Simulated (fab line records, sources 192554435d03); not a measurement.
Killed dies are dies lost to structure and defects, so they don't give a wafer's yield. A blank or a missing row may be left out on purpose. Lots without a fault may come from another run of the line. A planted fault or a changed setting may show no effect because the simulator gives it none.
Problem report in the 8D (eight disciplines) form, filled by code | flow n5_finfet | the parts of the form that need people (team, actions taken, sign-off) are left out

1. THE PROBLEM
rf_fwd_power_W at N5_BEOL_M0_SAQP_CUT_ETCH_46 reads a mean of 635.3 W on 3 wafers of 2 lots; wafers without a fault read 837.9 W with a standard deviation of 2.8. That is -72 standard deviations from the usual mean.
The step: etches SOC in N2/H2, target depth 135 nm, overetch 27 nm, time 202.5 s.
First seen on wafer L302.2, day 9 06:26, on rie_diel-02. The record holds 12 wafers of 4 lots with a number at this step. Rule for "out", or "out of limits": more than 4 standard deviations from the usual mean. The other wafers with a number count as sound.

2. WHAT IT IS AND WHAT IT IS NOT
question                    | is                       | is not
which readings at this step | rf_fwd_power_W, rf_vpp_V | drypump_motor_current_A, showerhead_plenum_p_Torr, throttle_valve_pct
which lots                  | L302, L303               | L298, L311
which wafers of those lots  | L302.2, L303.1, L303.3   | L302.1, L302.5, L303.2
read on which tools         | rie_diel-02              | rie_diel-04
when                        | from day 9 06:26         | up to then (5 sound wafers); but 4 sound wafers of L303, L311 came after

3. SUSPECTS, AND WHAT RULES EACH OUT
Counting: a tool at a process step up to the reading stays a suspect if it ran every lot that is out. Sound lots after the first of them don't rule it out here, since some wafers of a struck lot are sound.
- rie_diel-02 at N5_BEOL_M0_SAQP_CUT_ETCH_46 (etches SOC in N2/H2, target depth 135 nm, overetch 27 nm, time 202.5 s): kept. It ran every lot that is out, first L302 (day 9 06:26); its last sound lot up to then is L298 (day 8 08:26). Its own readings are out on those wafers: rf_fwd_power_W, rf_vpp_V.
- Within rie_diel-02 at N5_BEOL_M0_SAQP_CUT_ETCH_46: the wafers that are out ran in chamber 0; their sound lot-mates ran in chamber 1.
Left after counting: rie_diel-02 at N5_BEOL_M0_SAQP_CUT_ETCH_46.

4. THE CAUSE (what the simulator had put in)
Process parameter drift: rie_diel-02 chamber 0, from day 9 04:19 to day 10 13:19, at N5_BEOL_M0_SAQP_CUT_ETCH_46. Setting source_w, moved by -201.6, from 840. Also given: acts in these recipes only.
Counting left only this tool.

5. THE CHAIN OF EFFECTS, in route order
Each row: a reading whose mean over the struck wafers that have a number lies more than 3 standard deviations from the usual. Only readings for which the record gives a usual standard deviation are gone through. hours: the time from each lot's start at the first step in this table that gives one to its start at this step, as a median over the lots. sigmas: the change in usual standard deviations.
hours | step                        | reading        | usual   | on struck wafers | change | sigmas
0     | N5_BEOL_M0_SAQP_CUT_ETCH_46 | rf_fwd_power_W | 837.9 W | 635.3            | -202.6 | -72
0     | N5_BEOL_M0_SAQP_CUT_ETCH_46 | rf_vpp_V       | 523.8 V | 575.4            | +51.6  | +21
The process steps in it:
- N5_BEOL_M0_SAQP_CUT_ETCH_46: etches SOC in N2/H2, target depth 135 nm, overetch 27 nm, time 202.5 s.
Later measuring or inspecting steps at which every struck wafer that the step has a row for has a number for every such reading, and none has moved that far: N5_BEOL_M4_RC_MEAS_101.

6. WHAT WOULD HAVE CAUGHT IT SOONER
In this record the first reading out of limits was taken at day 9 06:26, 2 hours after the fault began at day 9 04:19.
